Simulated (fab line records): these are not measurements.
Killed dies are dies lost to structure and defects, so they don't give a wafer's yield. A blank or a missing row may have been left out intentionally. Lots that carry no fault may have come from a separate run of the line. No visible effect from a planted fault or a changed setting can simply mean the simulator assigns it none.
Split-lot experiment ; flow n5_finfet ; 7 lots, 21 wafers read, on a route of 1938 steps

## ABOUT THE SPLIT
At N5_SD_EPI_N_EPI_21 (deposits Si:P, time 690 s), the setting time_s was moved away from the recipe's 690 s on 3 of the 21 wafers read, by -18.2% to -6.9%. The other wafers ran this setting at the recipe's value.

## FROM THE SPLIT TO THE READING: what the file shows between them, 3 steps
- N5_SD_EPI_N_PRECLEAN_24: cleans in O3/DIW, time 60 s
- N5_SD_ACTIVATION_RTA_00: time 0 s
- N5_SD_ACTIVATION_LSA_01: time 0.0008 s

## THE READING
RS_SD_N, in ohm/sq, at N5_SD_ACTIVATION_RS_MEAS_03 (measures by four-point-probe). A value of 21.9 ohm/sq with a standard deviation of 0.38 ohm/sq is what fault-free wafers of this fab line usually give.

wafer;tool, chamber at the split;time_s as run, s;against the recipe;RS_SD_N, ohm/sq;against lot-mates on the recipe
L074.3;epi_rpcvd-03, 0;690;recipe;21.5;-
L074.4;epi_rpcvd-03, 0;564.5;-18.2%;24.1;+2.6
L074.5;epi_rpcvd-03, 0;564.5;-18.2%;24.8;+3.3
L076.1;epi_rpcvd-03, 0;690;recipe;22.5;-
L076.4;epi_rpcvd-03, 0;690;recipe;22.0;-
L076.6;epi_rpcvd-03, 0;690;recipe;22.0;-
L082.1;epi_rpcvd-01, 0;690;recipe;21.8;-
L082.3;epi_rpcvd-01, 0;690;recipe;21.9;-
L082.6;epi_rpcvd-01, 0;690;recipe;21.9;-
L088.2;epi_rpcvd-01, 0;690;recipe;21.1;-
L088.4;epi_rpcvd-01, 0;690;recipe;21.4;-
L088.6;epi_rpcvd-01, 0;690;recipe;21.2;-
L089.1;epi_rpcvd-03, 0;690;recipe;21.9;-
L089.2;epi_rpcvd-03, 0;690;recipe;22.0;-
L089.6;epi_rpcvd-03, 0;690;recipe;22.3;-
L091.2;epi_rpcvd-01, 0;690;recipe;22.1;-
L091.4;epi_rpcvd-01, 0;690;recipe;21.7;-
L091.6;epi_rpcvd-01, 0;690;recipe;21.6;-
L094.1;epi_rpcvd-03, 0;690;recipe;21.3;-
L094.2;epi_rpcvd-03, 0;690;recipe;21.7;-
L094.6;epi_rpcvd-03, 0;642.2;-6.9%;22.9;+1.4

THE FIT
A straight line over all 21 wafers: RS_SD_N changes by -0.148 ohm/sq for each +1% of time_s; r = -0.92; the points scatter about the line by 0.37 ohm/sq.
The same after taking each lot's own level away (the mean of its wafers on the recipe; 21 wafers): -0.164 ohm/sq for each +1%; r = -0.98; scatter 0.21 ohm/sq.
On that fit, the largest move of time_s shifts the reading by 3 ohm/sq.
From 21.23 to 22.17 ohm/sq: that is the span of the lots' own levels, equal to 2.5 times the standard deviation above.
The two slopes are in agreement: the lot-to-lot level therefore moves the slope only a little.
Check: for one of the wafers moved furthest among these (-18.2%), held out of the fit, the line's prediction against its lot-mates is +3.35 ohm/sq. It came out at +2.6 ohm/sq against them.

## ADDITIONAL SPLITS CARRIED BY THESE WAFERS
These wafers also went through other splits before the reading. Each is held against what the fit with the lots' levels taken away leaves over:
other split on the same wafers;wafers away from the commonest value;r with RS_SD_N (lot level and that fit taken away)
N5_WELL_APT_PEB_23 peb_temp_c;6;-0.24
N5_WELL_APT_DESCUM_30 time_s;4;-0.35
N5_PMOS_HMC_CHANNEL_EPI_HM_DEP_34 time_s;10;-0.37
N5_PMOS_HMC_CHANNEL_EPI_DEVELOP_08 develop_time_s;5;-0.17
N5_FIN_CUT_COAT_02 spin_rpm;10;-0.11
N5_DUMMY_GATE_COAT_28 spin_rpm;8;-0.09
N5_SD_EPI_N_ETCH_45 target_depth_a;5;-0.21

## THE WHOLE CHAIN: every reading that the file lists as answering this split, in the file's order
step;what it does;reading;change (the file's fit);r (the file's)
N5_SD_EPI_N_EPI_21;deposits Si:P, time 690 s;Si-P_of_SD_EPI_N_EPI_21.thk_nm (the simulator's own value, which no gauge read);+0.396 nm for each +1% of the setting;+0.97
N5_SD_ACTIVATION_RS_MEAS_03;measures by four-point-probe;RS_SD_N;-0.168 for each +1% of the setting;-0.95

## THE FILE'S OWN FIT
RS_SD_N changes by -0.168 ohm/sq for each +1% of time_s, r = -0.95.
